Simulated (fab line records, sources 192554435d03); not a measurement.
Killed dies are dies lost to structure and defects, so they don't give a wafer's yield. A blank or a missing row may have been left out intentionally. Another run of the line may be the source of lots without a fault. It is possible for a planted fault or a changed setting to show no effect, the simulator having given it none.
Matching of chambers	flow n5-finfet	N5_BEOL_M6_ALD_77 on ald-metal-01 has 4 sister chambers
The step deposits TaN, target thk 2 nm, pulse time 2 s, purge time 3 s. 8 wafers are shown with their chamber, then 12 later ones without.

== EACH WAFER AND ITS CHAMBER ==
wafer	chamber	heater-power-w (W)	precursor-vessel-pressure-torr (Torr)
L080.2	2	479	26.31
L083.3	0	446	26.22
L083.6	1	414	26.27
L086.4	1	420	26.30
L086.6	0	462	26.22
L085.4	3	445	26.28
L085.5	3	442	26.22
L085.6	2	484	26.29

== WAFERS WITHOUT THEIR CHAMBER ==
wafer	heater-power-w (W)	precursor-vessel-pressure-torr (Torr)
L087.1	432	26.27
L087.2	450	26.28
L087.3	492	26.18
L093.1	492	26.24
L093.4	414	26.31
L093.6	488	26.30
L090.2	454	26.20
L090.3	417	26.33
L090.5	447	26.20
L097.2	472	26.34
L097.4	436	26.35
L097.5	449	26.28

== WHICH CHAMBER EACH ONE RAN IN ==
wafer	from the rows above	in truth
L087.1	can't be placed: 3 or 1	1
L087.2	can't be placed: 3 or 0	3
L087.3	can't be placed: 2 or 0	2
L093.1	2	2
L093.4	1	1
L093.6	2	2
L090.2	can't be placed: 0 or 3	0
L090.3	1	1
L090.5	can't be placed: 0 or 3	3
L097.2	2	2
L097.4	can't be placed: 1 or 3 or 0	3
L097.5	can't be placed: 3 or 0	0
5 of 12 placed correctly. From these rows, 7 cannot be placed; in 7 the true chamber is one of the candidates. 0 placed wrongly.
How it was worked out, from the rows above alone: a wafer's distance from a chamber is the root of the sum, over the readings, of the square of ((its reading less the chamber's mean) divided by the reading's scatter). If the next closest chamber is less than 2 further off than the closest, the wafer can't be placed; otherwise it belongs to the closest. Each chamber's mean is taken over the wafers shown for it. The scatter: the root of (the sum of the squares of (reading less its chamber's mean) over the shown wafers, divided by (wafers less chambers)).
